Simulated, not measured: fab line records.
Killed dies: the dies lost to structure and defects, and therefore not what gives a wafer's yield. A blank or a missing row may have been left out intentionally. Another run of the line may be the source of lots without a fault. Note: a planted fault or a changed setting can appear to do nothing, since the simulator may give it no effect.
Matching of chambers | flow n5Finfet | 4 sister chambers for N5_FIN_SAQP_SPACER1_ALD_24 on aldSin-04
The step deposits SiO2, target thk 20.3 nm, pulse time 1 s, purge time 2 s. 4 wafers are shown with their chamber, then 10 later ones without.

WAFERS WITH THEIR CHAMBER
wafer  | chamber | heaterPowerW (W)
L080.2 | 3       | 570
L087.5 | 2       | 573
L091.3 | 0       | 455
L091.4 | 1       | 489

WAFERS WITHOUT THEIR CHAMBER
wafer  | heaterPowerW (W)
L091.5 | 536
L092.2 | 561
L092.4 | 453
L092.5 | 553
L093.3 | 478
L093.5 | 552
L093.6 | 454
L094.2 | 562
L094.3 | 471
L094.5 | 440

CHAMBER TAKEN BY EACH
wafer  | from the rows above          | in truth
L091.5 | can't be placed: 3 or 2 or 1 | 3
L092.2 | can't be placed: 3 or 2      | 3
L092.4 | 0                            | 0
L092.5 | can't be placed: 3 or 2      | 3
L093.3 | can't be placed: 1 or 0      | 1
L093.5 | can't be placed: 3 or 2      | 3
L093.6 | 0                            | 0
L094.2 | can't be placed: 3 or 2      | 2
L094.3 | can't be placed: 0 or 1      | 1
L094.5 | 0                            | 0
3 of 10 placed correctly. From these rows, 7 cannot be placed; in 7 the true chamber is one of the candidates. Number placed wrongly: 0.
How it was worked out, from the rows above alone: a wafer's distance from a chamber is the root of the sum, over the readings, of the square of ((its reading less the chamber's mean) divided by the reading's scatter). If the next closest chamber is less than 2 further off than the closest, the wafer can't be placed; otherwise it belongs to the closest. The mean given for a chamber averages the wafers shown for that chamber. The scatter: root of mean squared gap, hidden wafer to nearest shown wafer, with one shown wafer a chamber.
